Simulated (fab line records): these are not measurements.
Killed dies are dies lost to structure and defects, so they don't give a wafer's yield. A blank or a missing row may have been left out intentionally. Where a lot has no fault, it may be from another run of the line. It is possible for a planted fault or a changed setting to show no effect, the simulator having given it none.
What tool caused it? :: flow n5 finfet :: 27 wafers from 9 lots sampled at 2 of the route's 1938 steps

== WHAT EACH GAUGE READ, for each wafer ==
N5_GATE_CUT_CD_MEAS_13 targets a cd of 20 nm.
lot: L685
measured: day 4 14:41
on: cd sem-02
cd nm (nm): 20.33 20.39 19.81

lot: L690
measured: day 5 19:36
on: cd sem-01
cd nm (nm): 19.64 19.49 20.06

lot: L692
measured: day 6 06:53
on: cd sem-02
cd nm (nm): 19.71 19.60 19.54

lot: L696
measured: day 7 16:53
on: cd sem-02
cd nm (nm): 20.06 20.26 20.09

lot: L698
measured: day 7 19:25
on: cd sem-03
cd nm (nm): 20.02 20.05 20.17

lot: L699
measured: day 7 23:50
on: cd sem-03
cd nm (nm): 20.13 20.05 19.68

lot: L703
measured: day 8 22:58
on: cd sem-03
cd nm (nm): 19.89 20.19 19.97

lot: L706
measured: day 9 18:31
on: cd sem-01
cd nm (nm): 20.40 20.28 20.21

lot: L707
measured: day 9 23:38
on: cd sem-02
cd nm (nm): 19.33 20.10 19.46

== WHICH TOOL RAN EACH LOT (tool, then ch and the chambers of the sampled wafers, then the start) ==
lot: L685
N5_GATE_CUT_COAT_27: litho track-03 ch 0, day 4 14:17

lot: L690
N5_GATE_CUT_COAT_27: litho track-02 ch 0, day 5 19:13

lot: L692
N5_GATE_CUT_COAT_27: litho track-03 ch 0, day 6 06:30

lot: L696
N5_GATE_CUT_COAT_27: litho track-03 ch 0, day 7 16:37

lot: L698
N5_GATE_CUT_COAT_27: litho track-03 ch 0, day 7 19:02

lot: L699
N5_GATE_CUT_COAT_27: litho track-03 ch 0, day 7 23:26

lot: L703
N5_GATE_CUT_COAT_27: litho track-05 ch 0, day 8 22:34

lot: L706
N5_GATE_CUT_COAT_27: litho track-02 ch 0, day 9 18:16

lot: L707
N5_GATE_CUT_COAT_27: litho track-02 ch 0, day 9 23:15
- N5_GATE_CUT_COAT_27: time 60 s, resist thk 10 nm.

== THE ANSWER, worked out from the rows above alone ==
Rule: usual is defined by the lots themselves. The widest of any qualifying gaps counts: lots, ordered by their means at a reading, are off when they make up no more than a third of the lots, leave a main group of 4 or more, and stand apart from it by 3 or more times the standard deviation of that group's means. A main group is skipped when, at the precision printed for the reading in the tables above, its means are all equal. A lot without any number at a reading at which 4 lots or more have one is off too. The other lots that the step has rows for count as sound.
Nothing can be told from this: no lot is off at any reading shown.

== WHAT THE SIMULATOR HAD INSERTED ==
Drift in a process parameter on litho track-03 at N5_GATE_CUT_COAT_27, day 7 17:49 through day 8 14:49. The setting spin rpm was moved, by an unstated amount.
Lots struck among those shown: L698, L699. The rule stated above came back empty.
